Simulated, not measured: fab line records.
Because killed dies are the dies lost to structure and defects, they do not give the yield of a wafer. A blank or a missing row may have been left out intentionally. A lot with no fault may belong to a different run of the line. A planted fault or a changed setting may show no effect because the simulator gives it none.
fab line records	flow n5_finfet
record: lots: 7	wafers: 21
route steps=1938 shown BEOL_M2@851 BEOL_M3@957 BEOL_M4@1070
start_h: start of the lot's first displayed wafer, in hours after the record's first day	wait_h: how many hours have passed since the lot's step before this one	" same as the row above	L1.1+2: a row that stands for several wafers	- no value, or no start was given	* or withheld: withheld	< > ~ a bound
route shown NAME@n: a module of which the file shows steps, and the number in the route of the first	usual: average and standard deviation across the fault-free wafers	same: alike in all rows	chamber/n: place in a boat	sites: the reading at each site	_std_site: standard deviation of those values	_edge_site: the outer-site mean with the inner-site mean subtracted	radius_mm: how far each site lies from the wafer's centre	mask NAME#n: copy n	behind: the tool/chamber that last shaped the wafer	hold: what put the lot on hold/how long, in hours/how the hold closed	device: whichever transistor did not switch (one of n, p or np)	end of line: tests run on the same wafers once the route is complete	a step without rows: its recipe alone	killed: at the first sort, the dies lost to defects and structure; wafer yield is something else	map: per-die view of a wafer (x killed, . not killed, _ where there is no die)
set.NAME: the setting as run; set.NAME@STEP: as run at that earlier step	model.NAME: the simulator's own value behind a step, which no gauge read
one table per step and one row per wafer, for lots whose settings were changed on purpose
== steps ==
step: N5_BEOL_M2_EXPOSE_08
recipe: mask_id: M2	na: 0.33	source_shape: dipole	sigma_inner: 0.369	sigma_outer: 0.767	polarization: unpolarized	dose_mj: 41.25
lot.wafer	tool	chamber	start_h	wait_h	mask	set.dose_mj
L075.1+3+5	euv_scanner-02	0	141.01	-	M2#0	41.25
L078.3+4+6	euv_scanner-01	0	158.03	-	M2#0	41.25
L082.1+3+5	euv_scanner-02	0	188.87	-	M2#0	41.25
L083.4+5+6	euv_scanner-02	0	188.96	-	M2#0	41.25
L084.1	euv_scanner-01	0	196.51	-	M2#0	39.57
L084.4+5	"	0	"	"	M2#0	41.25
L087.1+4	euv_scanner-02	0	214.55	-	M2#0	39.41
L087.2	"	0	"	"	M2#0	41.25
L093.1	euv_scanner-02	0	242.99	-	M2#0	41.25
L093.4+5	"	0	"	"	M2#0	44.28
step: N5_BEOL_M2_PEB_09
recipe: peb_temp_c: 100	peb_time_s: 60	resist: CAR-EUV
step: N5_BEOL_M2_DEVELOP_10
recipe: develop_time_s: 30	developer: TMAH	resist: CAR-EUV	rinse_liquid: surfactant_rinse	dry: air_spin	dev_temp_c: 23
step: N5_BEOL_M2_CD_MEAS_11
recipe: target_cd_nm: 16.79	landing_energy_ev: 500	detector: se_inlens	polarity: opening
usual: cd_nm: 16.78/0.23
lot.wafer	tool	chamber	start_h	wait_h	set.dose_mj@BEOL_M2_EXPOSE_08	cd_nm
L075.1	cd_sem-01	0	141.14	-	41.25	17.19
L075.3	"	0	"	"	41.25	16.88
L075.5	"	0	"	"	41.25	16.90
L078.3	cd_sem-02	0	158.15	-	41.25	16.34
L078.4	"	0	"	"	41.25	17.17
L078.6	"	0	"	"	41.25	16.74
L082.1	cd_sem-01	0	189.00	-	41.25	17.10
L082.3	"	0	"	"	41.25	16.66
L082.5	"	0	"	"	41.25	16.78
L083.4	cd_sem-03	0	189.07	-	41.25	16.78
L083.5	"	0	"	"	41.25	16.52
L083.6	"	0	"	"	41.25	16.84
L084.1	cd_sem-02	0	196.64	-	39.57	16.26
L084.4	"	0	"	"	41.25	16.88
L084.5	"	0	"	"	41.25	17.11
L087.1	cd_sem-02	0	214.68	-	39.41	15.82
L087.2	"	0	"	"	41.25	17.00
L087.4	"	0	"	"	39.41	15.99
L093.1	cd_sem-02	0	243.13	-	41.25	16.84
L093.4	"	0	"	"	44.28	17.87
L093.5	"	0	"	"	44.28	18.29
step: N5_BEOL_M2_DESCUM_16
recipe: chemistry: O2	time_s: 7	source_power_w: 50	bias_power_w: 20	pressure_mtorr: 20	rf_frequency_hz: 2.712e+07	temp_c: 40	resist: CAR-EUV	o2_flow_sccm: 225
step: N5_BEOL_M2_ETCH_74
recipe: chemistry: N2/H2	target: underlayer	target_depth_a: 65	mask_material: CAR-EUV	time_s: 5.2	ion_energy_ev: 200	pressure_mtorr: 30	source_w: 840	bias_w: 150	n2_flow_sccm: 200	h2_flow_sccm: 200	ends: cleared
lot.wafer	tool	chamber	start_h	wait_h	set.dose_mj@BEOL_M2_EXPOSE_08	model.BEOL_M2.cd_offset_nm
L075.1	rie_diel-03	1	141.30	0.0	41.25	-0.2
L075.3	"	2	"	"	41.25	0
L075.5	"	2	"	"	41.25	0.2
L078.3+4+6	rie_diel-02	0,2,3	158.31	0.0	41.25	0
L082.1+3+5	rie_diel-06	0,3,0	189.16	0.0	41.25	0
L083.4	rie_diel-02	2	189.32	0.0	41.25	0.2
L083.5+6	"	0,1	"	"	41.25	0
L084.1	rie_diel-06	2	197.04	0.0	39.57	-0.8
L084.4	"	3	"	"	41.25	0
L084.5	"	1	"	"	41.25	0.4
L087.1	rie_diel-03	3	214.92	0.0	39.41	-1
L087.2	"	0	"	"	41.25	0.2
L087.4	"	1	"	"	39.41	-0.8
L093.1	rie_diel-06	2	243.28	0.0	41.25	0
L093.4	"	1	"	"	44.28	1.2
L093.5	"	0	"	"	44.28	1
step: N5_BEOL_M2_ETCH_63
recipe: chemistry: CF4	target: SiARC	target_depth_a: 156	mask_material: CAR-EUV	time_s: 26	ion_energy_ev: 80	pressure_mtorr: 40	source_w: 545	bias_w: 36	Ar_flow_sccm: 100	cf4_flow_sccm: 100	ends: cleared
lot.wafer	tool	chamber	start_h	wait_h	set.dose_mj@BEOL_M2_EXPOSE_08	model.BEOL_M2.cd_offset_nm
L075.1	rie_diel-03	1	141.31	0.0	41.25	-0.2
L075.3	"	2	"	"	41.25	0
L075.5	"	2	"	"	41.25	0.2
L078.3+6	rie_diel-02	0,3	158.33	0.0	41.25	-0.2
L078.4	"	2	"	"	41.25	0
L082.1+3	rie_diel-06	0,3	189.17	0.0	41.25	0
L082.5	"	0	"	"	41.25	-0.2
L083.4	rie_diel-02	2	189.34	0.0	41.25	0.2
L083.5+6	"	0,1	"	"	41.25	0
L084.1	rie_diel-06	2	197.06	0.0	39.57	-0.6
L084.4	"	3	"	"	41.25	-0.2
L084.5	"	1	"	"	41.25	0.4
L087.1	rie_diel-03	3	214.93	0.0	39.41	-1
L087.2	"	0	"	"	41.25	0.2
L087.4	"	1	"	"	39.41	-0.8
L093.1	rie_diel-06	2	243.30	0.0	41.25	0
L093.4	"	1	"	"	44.28	1.4
L093.5	"	0	"	"	44.28	1
step: N5_BEOL_M2_DESCUM_33
recipe: chemistry: O2	time_s: 7	source_power_w: 50	bias_power_w: 20	pressure_mtorr: 20	rf_frequency_hz: 2.712e+07	temp_c: 40	resist: CAR-EUV	o2_flow_sccm: 225
lot.wafer	tool	chamber	start_h	wait_h	set.time_s	model.CAR-EUV_of_BEOL_M2_COAT_22.thk_nm
L075.1+3+5	rie_diel-02	0,3,0	142.27	0.0	7	26.2
L078.3	rie_diel-02	2	159.28	0.0	7	26
L078.4	"	1	"	"	6.317	26.6
L078.6	"	1	"	"	6.317	26.4
L082.1	rie_diel-03	3	190.28	0.2	7	26.2
L082.3	"	1	"	"	8.43	25.2
L082.5	"	2	"	"	8.43	25.4
L083.4+5+6	rie_diel-03	1,1,0	190.53	0.0	7	26
L084.1	rie_diel-02	0	198.11	0.0	7	26.2
L084.4+5	"	3	"	"	5.559	26.8
L087.1	rie_diel-02	2	215.76	0.0	5.738	26.6
L087.2	"	3	"	"	5.738	26.8
L087.4	"	0	"	"	7	26.2
L093.1	rie_diel-03	3	244.79	0.0	7	26
L093.4	"	1	"	"	8.519	25.2
L093.5	"	1	"	"	7	25.8
step: N5_BEOL_M2_ETCH_77
recipe: chemistry: N2/H2	target: underlayer	target_depth_a: 65	mask_material: CAR-EUV	time_s: 5.2	ion_energy_ev: 200	pressure_mtorr: 30	source_w: 840	bias_w: 150	n2_flow_sccm: 200	h2_flow_sccm: 200	ends: cleared
lot.wafer	tool	chamber	start_h	wait_h	set.time_s@BEOL_M2_DESCUM_33	model.CAR-EUV_of_BEOL_M2_COAT_22.thk_nm
L075.1+5	rie_diel-02	0	142.31	0.0	7	20.6
L075.3	"	3	"	"	7	20.4
L078.3	rie_diel-02	2	159.31	0.0	7	20.4
L078.4+6	"	1	"	"	6.317	20.8
L082.1	rie_diel-03	3	190.31	0.0	7	20.4
L082.3	"	1	"	"	8.43	19.4
L082.5	"	2	"	"	8.43	19.8
L083.4+5+6	rie_diel-03	1,1,0	190.57	0.0	7	20.2
L084.1	rie_diel-02	0	198.14	0.0	7	20.4
L084.4	"	3	"	"	5.559	21.2
L084.5	"	3	"	"	5.559	21
L087.1+2	rie_diel-02	2,3	215.79	0.0	5.738	21
L087.4	"	0	"	"	7	20.4
L093.1+5	rie_diel-03	3,1	244.82	0.0	7	20.2
L093.4	"	1	"	"	8.519	19.4
step: N5_BEOL_M2_ETCH_69
recipe: chemistry: CF4	target: SiARC	target_depth_a: 156	mask_material: CAR-EUV	time_s: 26	ion_energy_ev: 80	pressure_mtorr: 40	source_w: 545	bias_w: 36	Ar_flow_sccm: 100	cf4_flow_sccm: 100	ends: cleared
lot.wafer	tool	chamber	start_h	wait_h	set.time_s@BEOL_M2_DESCUM_33	model.CAR-EUV_of_BEOL_M2_COAT_22.thk_nm
L075.1+5	rie_diel-02	0	142.33	0.0	7	11.4
L075.3	"	3	"	"	7	11.2
L078.3	rie_diel-02	2	159.33	0.0	7	11
L078.4+6	"	3,2	"	"	6.317	11.6
L082.1	rie_diel-03	3	190.33	0.0	7	11.2
L082.3	"	1	"	"	8.43	10.4
L082.5	"	2	"	"	8.43	10.6
L083.4+5+6	rie_diel-03	1,1,0	190.58	0.0	7	11
L084.1	rie_diel-02	0	198.16	0.0	7	11.2
L084.4	"	3	"	"	5.559	12
L084.5	"	3	"	"	5.559	11.8
L087.1+2	rie_diel-02	2,3	215.81	0.0	5.738	11.8
L087.4	"	0	"	"	7	11.4
L093.1	rie_diel-03	3	244.84	0.0	7	11
L093.4	"	1	"	"	8.519	10.2
L093.5	"	1	"	"	7	10.8
step: N5_BEOL_M2_ETCHBACK_99
recipe: chemistry: CHF3	target: SiO2	target_depth_a: 50	time_s: 10.4	source_w: 215	bias_w: 47	Ar_flow_sccm: 200	CHF3_flow_sccm: 12	ion_energy_ev: 100	pressure_mtorr: 30
lot.wafer	tool	chamber	start_h	wait_h	set.time_s	set.time_s@BEOL_M2_DESCUM_33	model.CAR-EUV_of_BEOL_M2_COAT_22.thk_nm
L075.1+3+5	rie_diel-02	0,1,1	143.89	1.4	10.4	7	10.6
L078.3	rie_diel-03	1	164.22	4.7	10.4	7	10.4
L078.4+6	"	0,2	"	"	10.4	6.317	10.8
L082.1	rie_diel-06	3	191.82	1.3	10.4	7	10.4
L082.3	"	0	"	"	10.4	8.43	9.6
L082.5	"	1	"	"	10.4	8.43	9.8
L083.4+5+6	rie_diel-02	2,0,1	196.72	6.0	10.4	7	10.4
L084.1	rie_diel-03	2	201.07	2.8	8.664	7	10.6
L084.4	"	3	"	"	10.4	5.559	11.2
L084.5	"	2	"	"	8.664	5.559	11.2
L087.1+2	rie_diel-02	2,3	220.56	4.2	12.19	5.738	11
L087.4	"	3	"	"	10.4	7	10.6
L093.1	rie_diel-02	3	250.02	3.6	8.278	7	10.6
L093.4	"	1	"	"	10.4	8.519	9.4
L093.5	"	0	"	"	10.4	7	10.2
step: N5_BEOL_M3_COAT_67
recipe: resist: SOC	temp_c: 250	time_s: 60	spin_rpm: 1500	resist_thk_nm: 60
lot.wafer	tool	chamber	start_h	wait_h	set.spin_rpm	model.SOC_of_BEOL_M3_COAT_67.thk_nm
L075.1+3	litho_track-05	0	150.95	0.0	1500	60
L075.5	"	0	"	"	1592	58.4
L078.3+4	litho_track-01	0	171.46	0.0	1500	60
L078.6	"	0	"	"	1577	58.4
L082.1+3	litho_track-01	0	198.63	0.0	1500	60
L082.5	"	0	"	"	1363	62.8
L083.4+5	litho_track-01	0	203.19	0.0	1500	60
L083.6	"	0	"	"	1500	59.8
L084.1	litho_track-02	0	207.37	0.0	1341	63.2
L084.4	"	0	"	"	1341	63.4
L084.5	"	0	"	"	1500	59.8
L087.1	litho_track-05	0	228.53	0.0	1576	58.4
L087.2	"	0	"	"	1500	60
L087.4	"	0	"	"	1500	60.2
L093.1+4	litho_track-01	0	257.62	0.0	1437	61.2
L093.5	"	0	"	"	1500	60
step: N5_BEOL_M3_EXPOSE_25
recipe: mask_id: V2	na: 0.33	source_shape: quasar	sigma_inner: 0.2	sigma_outer: 0.8	polarization: unpolarized	defocus_nm: 5	dose_mj: 63
lot.wafer	tool	chamber	start_h	wait_h	mask	set.dose_mj
L075.1	euv_scanner-02	0	151.21	-	V2#0	67.44
L075.3+5	"	0	"	"	V2#0	63
L078.3+4+6	euv_scanner-01	0	171.74	-	V2#0	63
L082.1+5	euv_scanner-01	0	198.77	-	V2#0	63
L082.3	"	0	"	"	V2#0	59.67
L083.4+5+6	euv_scanner-02	0	203.48	-	V2#0	63
L084.1+5	euv_scanner-01	0	207.63	-	V2#0	63
L084.4	"	0	"	"	V2#0	61.03
L087.1+4	euv_scanner-01	0	228.79	-	V2#0	59.17
L087.2	"	0	"	"	V2#0	63
L093.1+4	euv_scanner-01	0	257.90	-	V2#0	58.97
L093.5	"	0	"	"	V2#0	63
step: N5_BEOL_M3_PEB_26
recipe: peb_temp_c: 100	peb_time_s: 60	resist: CAR-EUV
step: N5_BEOL_M3_DEVELOP_27
recipe: develop_time_s: 30	developer: TMAH	resist: CAR-EUV	rinse_liquid: surfactant_rinse	dry: air_spin	dev_temp_c: 23
step: N5_BEOL_M3_CD_MEAS_28
recipe: target_cd_nm: 25.7	landing_energy_ev: 500	detector: se_inlens	target_cd_y_nm: 23.3	polarity: opening
usual: cd_nm: 25.71/0.24
lot.wafer	tool	chamber	start_h	wait_h	set.dose_mj@BEOL_M3_EXPOSE_25	cd_nm
L075.1	cd_sem-03	0	151.35	-	67.44	26.96
L075.3	"	0	"	"	63	25.66
L075.5	"	0	"	"	63	25.90
L078.3	cd_sem-02	0	171.87	-	63	25.73
L078.4	"	0	"	"	63	25.48
L078.6	"	0	"	"	63	25.84
L082.1	cd_sem-02	0	198.91	-	63	26.09
L082.3	"	0	"	"	59.67	24.39
L082.5	"	0	"	"	63	25.55
L083.4	cd_sem-02	0	203.60	-	63	25.53
L083.5	"	0	"	"	63	25.37
L083.6	"	0	"	"	63	25.46
L084.1	cd_sem-03	0	207.77	-	63	25.82
L084.4	"	0	"	"	61.03	25.71
L084.5	"	0	"	"	63	25.97
L087.1	cd_sem-02	0	228.94	-	59.17	25.17
L087.2	"	0	"	"	63	25.55
L087.4	"	0	"	"	59.17	24.74
L093.1	cd_sem-02	0	258.05	-	58.97	24.39
L093.4	"	0	"	"	58.97	24.33
L093.5	"	0	"	"	63	25.58
step: N5_BEOL_M3_ALD_98
recipe: material: SiO2	target_thk_a: 25	temp_c: 100	ald_precursor_family: BDEAS	ald_co_reactant: O2-plasma	pulse_time_s: 1	co_reactant_pulse_time_s: 1	purge_time_s: 2	co_reactant_purge_time_s: 2	ald_cycles: 17	pressure_torr: 2
step: N5_BEOL_M3_ETCHBACK_99
recipe: chemistry: CHF3	target: SiO2	target_depth_a: 50	time_s: 10.4	source_w: 215	bias_w: 47	Ar_flow_sccm: 200	CHF3_flow_sccm: 12	ion_energy_ev: 100	pressure_mtorr: 30
step: N5_BEOL_M3_ETCH_70
recipe: chemistry: N2/H2	target: SOC	target_depth_a: 800	overetch_a: 160	mask_material: SiARC	temp_c: 40	time_s: 120	ion_energy_ev: 200	pressure_mtorr: 30	source_w: 840	bias_w: 150	n2_flow_sccm: 200	h2_flow_sccm: 200
lot.wafer	tool	chamber	start_h	wait_h	set.spin_rpm@BEOL_M3_COAT_67	model.etch.depth_nm
L075.1	rie_diel-01	1	164.41	0.0	1500	60
L075.3	"	1	"	"	1500	60.06
L075.5	"	2	"	"	1592	58.41
L078.3	rie_diel-05	1	174.45	0.0	1500	60.05
L078.4	"	3	"	"	1500	60.08
L078.6	"	3	"	"	1577	58.48
L082.1	rie_diel-05	1	206.20	0.0	1500	59.92
L082.3	"	0	"	"	1500	60.04
L082.5	"	3	"	"	1363	62.84
L083.4	rie_diel-04	3	206.42	0.0	1500	59.91
L083.5	"	2	"	"	1500	59.97
L083.6	"	1	"	"	1500	59.82
L084.1	rie_diel-05	3	212.85	0.0	1341	63.23
L084.4	"	2	"	"	1341	63.33
L084.5	"	1	"	"	1500	59.78
L087.1	rie_diel-05	3	237.37	0.0	1576	58.5
L087.2	"	0	"	"	1500	60.01
L087.4	"	2	"	"	1500	60.17
L093.1	rie_diel-04	3	267.24	0.0	1437	61.13
L093.4	"	0	"	"	1437	61.19
L093.5	"	3	"	"	1500	59.93
step: N5_BEOL_M3_STRIP_71
recipe: chemistry: N2/H2	temp_c: 40	n2_flow_sccm: 200	h2_flow_sccm: 200	rf_frequency_hz: 6e+07
step: N5_BEOL_M3_STRIP_78
recipe: chemistry: N2/H2	temp_c: 40	n2_flow_sccm: 200	h2_flow_sccm: 200	rf_frequency_hz: 6e+07
step: N5_BEOL_M3_VIA_ETCH_34
recipe: chemistry: C4F6/O2	target_depth_a: 694	mask_material: SOC	pressure_mtorr: 15	ion_energy_ev: 250	taper_deg: 4	time_s: 65.9	source_w: 350	bias_w: 170	Ar_flow_sccm: 300	C4F6_flow_sccm: 10	O2_flow_sccm: 10
lot.wafer	tool	chamber	start_h	wait_h	set.spin_rpm@BEOL_M3_COAT_67	model.SOC_of_BEOL_M3_COAT_67.thk_nm
L075.1+3	rie_diel-01	1	164.56	0.0	1500	52
L075.5	"	2	"	"	1592	50.2
L078.3	rie_diel-05	1	174.55	0.0	1500	51.8
L078.4	"	3	"	"	1500	52
L078.6	"	3	"	"	1577	50.4
L082.1	rie_diel-05	1	206.30	0.0	1500	51.6
L082.3	"	0	"	"	1500	52
L082.5	"	3	"	"	1363	54.6
L083.4+6	rie_diel-04	3,1	206.50	0.0	1500	51.4
L083.5	"	2	"	"	1500	51.6
L084.1+4	rie_diel-05	3,2	212.95	0.0	1341	55
L084.5	"	1	"	"	1500	51.4
L087.1	rie_diel-05	3	237.47	0.0	1576	50.4
L087.2	"	0	"	"	1500	52
L087.4	"	2	"	"	1500	51.8
L093.1	rie_diel-04	3	267.34	0.0	1437	52.8
L093.4	"	0	"	"	1437	53
L093.5	"	3	"	"	1500	51.6
step: N5_BEOL_M3_ETCH_41
recipe: chemistry: CH3F/O2	target: SiCN	target_depth_a: 299	taper_deg: 2	time_s: 52.5	ion_energy_ev: 120	mask_material: TiN	pressure_mtorr: 30	source_w: 395	bias_w: 75	Ar_flow_sccm: 150	CH3F_flow_sccm: 30	O2_flow_sccm: 20
lot.wafer	tool	chamber	start_h	wait_h	set.target_depth_a	model.etch.depth_nm
L075.1	rie_diel-01	1	-	-	334.2	22.14
L075.3	"	1	"	"	299	19.89
L075.5	"	2	"	"	334.2	22.15
L078.3	rie_diel-05	1	-	-	299	20.34
L078.4	"	3	"	"	299	19.9
L078.6	"	3	"	"	299	20
L082.1	rie_diel-05	1	-	-	299	20.3
L082.3	"	0	"	"	316.3	20.64
L082.5	"	3	"	"	316.3	21.24
L083.4	rie_diel-04	3	-	-	299	20.66
L083.5	"	2	"	"	299	20.42
L083.6	"	1	"	"	299	20.3
L084.1	rie_diel-05	3	-	-	299	19.9
L084.4	"	2	"	"	279.9	18.74
L084.5	"	1	"	"	299	19.8
L087.1	rie_diel-05	3	-	-	299	19.72
L087.2	"	0	"	"	285.8	18.7
L087.4	"	2	"	"	299	20.06
L093.1	rie_diel-04	3	-	-	299	20.77
L093.4	"	0	"	"	299	20.31
L093.5	"	3	"	"	299	20.49
step: N5_BEOL_M4_TRENCH_ETCH_37
recipe: chemistry: C4F6/O2	target_depth_a: 555.55	target: SiOC	time_s: 29.2	ion_energy_ev: 250	pressure_mtorr: 30	source_w: 355	bias_w: 185	Ar_flow_sccm: 300	C4F6_flow_sccm: 10	O2_flow_sccm: 10
lot.wafer	tool	chamber	start_h	wait_h	set.time_s	model.BEOL_M4.feature_depth_nm	model.etch.depth_nm
L075.1	rie_diel-02	1	-	-	29.2	56.2	56.17
L075.3	"	2	"	"	29.2	56.6	56.58
L075.5	"	2	"	"	23.65	45.6	45.62
L078.3	rie_diel-06	0	-	-	29.2	54.2	54.23
L078.4	"	1	"	"	25.11	47	47.08
L078.6	"	3	"	"	29.2	55.2	55.15
L083.4	rie_diel-03	2	-	-	29.2	54.4	54.42
L083.5	"	1	"	"	29.2	55.8	55.87
L083.6	"	0	"	"	29.2	55.8	55.89
L082.1	rie_diel-03	0	-	-	22.7	43.4	43.3
L082.3	"	2	"	"	22.7	42	41.94
L082.5	"	2	"	"	22.7	42	42.05
L084.1	rie_diel-02	2	-	-	29.2	55.6	55.56
L084.4	"	2	"	"	29.2	56.2	56.24
L084.5	"	3	"	"	33.47	63.8	63.86
L087.1	rie_diel-03	0	-	-	25.92	48.6	48.65
L087.2	"	1	"	"	25.92	49	48.94
L087.4	"	2	"	"	29.2	54	53.92
L093.1	rie_diel-06	3	-	-	29.2	55.6	55.69
L093.4	"	2	"	"	29.2	56.4	56.42
L093.5	"	2	"	"	29.2	56.2	56.18
step: N5_BEOL_M4_ETCH_41
recipe: chemistry: CH3F/O2	target: SiCN	target_depth_a: 299	taper_deg: 2	time_s: 52.5	ion_energy_ev: 120	mask_material: TiN	pressure_mtorr: 30	source_w: 395	bias_w: 75	Ar_flow_sccm: 150	CH3F_flow_sccm: 30	O2_flow_sccm: 20
step: N5_BEOL_M4_STRIP_97
recipe: chemistry: N2/H2	time_s: 10	power_w: 450	temp_c: 40	pressure_mtorr: 20	rf_frequency_hz: 6e+07	bias_power_w: 7	n2_flow_sccm: 200	h2_flow_sccm: 200
step: N5_BEOL_M4_OCD_MEAS_38
usual: trench_depth_nm: 55.1/0.94
lot.wafer	tool	chamber	start_h	wait_h	set.time_s@BEOL_M4_TRENCH_ETCH_37	trench_depth_nm
L075.1	ocd-02	-	179.40	-	29.2	56.4
L075.3	"	-	"	"	29.2	56.7
L075.5	"	-	"	"	23.65	45.9
L078.3	ocd-01	-	188.66	-	29.2	53.9
L078.4	"	-	"	"	25.11	46.6
L078.6	"	-	"	"	29.2	55.4
L083.4	ocd-01	-	216.77	-	29.2	54.7
L083.5	"	-	"	"	29.2	56.0
L083.6	"	-	"	"	29.2	56.1
L082.1	ocd-02	-	223.86	-	22.7	43.3
L082.3	"	-	"	"	22.7	42.3
L082.5	"	-	"	"	22.7	42.7
L084.1	ocd-01	-	226.88	-	29.2	55.2
L084.4	"	-	"	"	29.2	56.7
L084.5	"	-	"	"	33.47	63.4
L087.1	ocd-02	-	250.45	-	25.92	48.2
L087.2	"	-	"	"	25.92	48.5
L087.4	"	-	"	"	29.2	53.8
L093.1	ocd-02	-	278.43	-	29.2	55.5
L093.4	"	-	"	"	29.2	56.5
L093.5	"	-	"	"	29.2	55.9
== key ==
split: step: N5_BEOL_M2_EXPOSE_08	setting: dose_mj	stated: 41.25	by: wafer
response: step: N5_BEOL_M2_CD_MEAS_11	reading: cd_nm	change: +0.188	per: 1%	r: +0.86
response: step: N5_BEOL_M2_ETCH_74	reading: model.BEOL_M2.cd_offset_nm	change: +0.189	per: 1%	r: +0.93
response: step: N5_BEOL_M2_ETCH_63	reading: model.BEOL_M2.cd_offset_nm	change: +0.183	per: 1%	r: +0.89
split: step: N5_BEOL_M2_DESCUM_33	setting: time_s	stated: 7	by: wafer
response: step: N5_BEOL_M2_DESCUM_33	reading: model.CAR-EUV_of_BEOL_M2_COAT_22.thk_nm	change: -0.0345	per: 1%	r: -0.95
response: step: N5_BEOL_M2_ETCH_77	reading: model.CAR-EUV_of_BEOL_M2_COAT_22.thk_nm	change: -0.0363	per: 1%	r: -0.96
response: step: N5_BEOL_M2_ETCH_69	reading: model.CAR-EUV_of_BEOL_M2_COAT_22.thk_nm	change: -0.0329	per: 1%	r: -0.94
response: step: N5_BEOL_M2_ETCHBACK_99	reading: model.CAR-EUV_of_BEOL_M2_COAT_22.thk_nm	change: -0.0343	per: 1%	r: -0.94
split: step: N5_BEOL_M2_ETCHBACK_99	setting: time_s	stated: 10.4	by: wafer
response none clear
split: step: N5_BEOL_M3_COAT_67	setting: spin_rpm	stated: 1500	by: wafer
response: step: N5_BEOL_M3_COAT_67	reading: model.SOC_of_BEOL_M3_COAT_67.thk_nm	change: -0.311	per: 1%	r: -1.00
response: step: N5_BEOL_M3_ETCH_70	reading: model.etch.depth_nm	change: -0.312	per: 1%	r: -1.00
response: step: N5_BEOL_M3_VIA_ETCH_34	reading: model.SOC_of_BEOL_M3_COAT_67.thk_nm	change: -0.315	per: 1%	r: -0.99
split: step: N5_BEOL_M3_EXPOSE_25	setting: dose_mj	stated: 63	by: wafer
response: step: N5_BEOL_M3_CD_MEAS_28	reading: cd_nm	change: +0.169	per: 1%	r: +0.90
split: step: N5_BEOL_M3_ETCH_41	setting: target_depth_a	stated: 299	by: wafer
response: step: N5_BEOL_M3_ETCH_41	reading: model.etch.depth_nm	change: +0.184	per: 1%	r: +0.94
split: step: N5_BEOL_M4_TRENCH_ETCH_37	setting: time_s	stated: 29.2	by: wafer
response: step: N5_BEOL_M4_TRENCH_ETCH_37	reading: model.BEOL_M4.feature_depth_nm	change: +0.543	per: 1%	r: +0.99
response: step: N5_BEOL_M4_TRENCH_ETCH_37	reading: model.etch.depth_nm	change: +0.541	per: 1%	r: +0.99
response: step: N5_BEOL_M4_OCD_MEAS_38	reading: trench_depth_nm	change: +0.54	per: 1%	r: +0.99
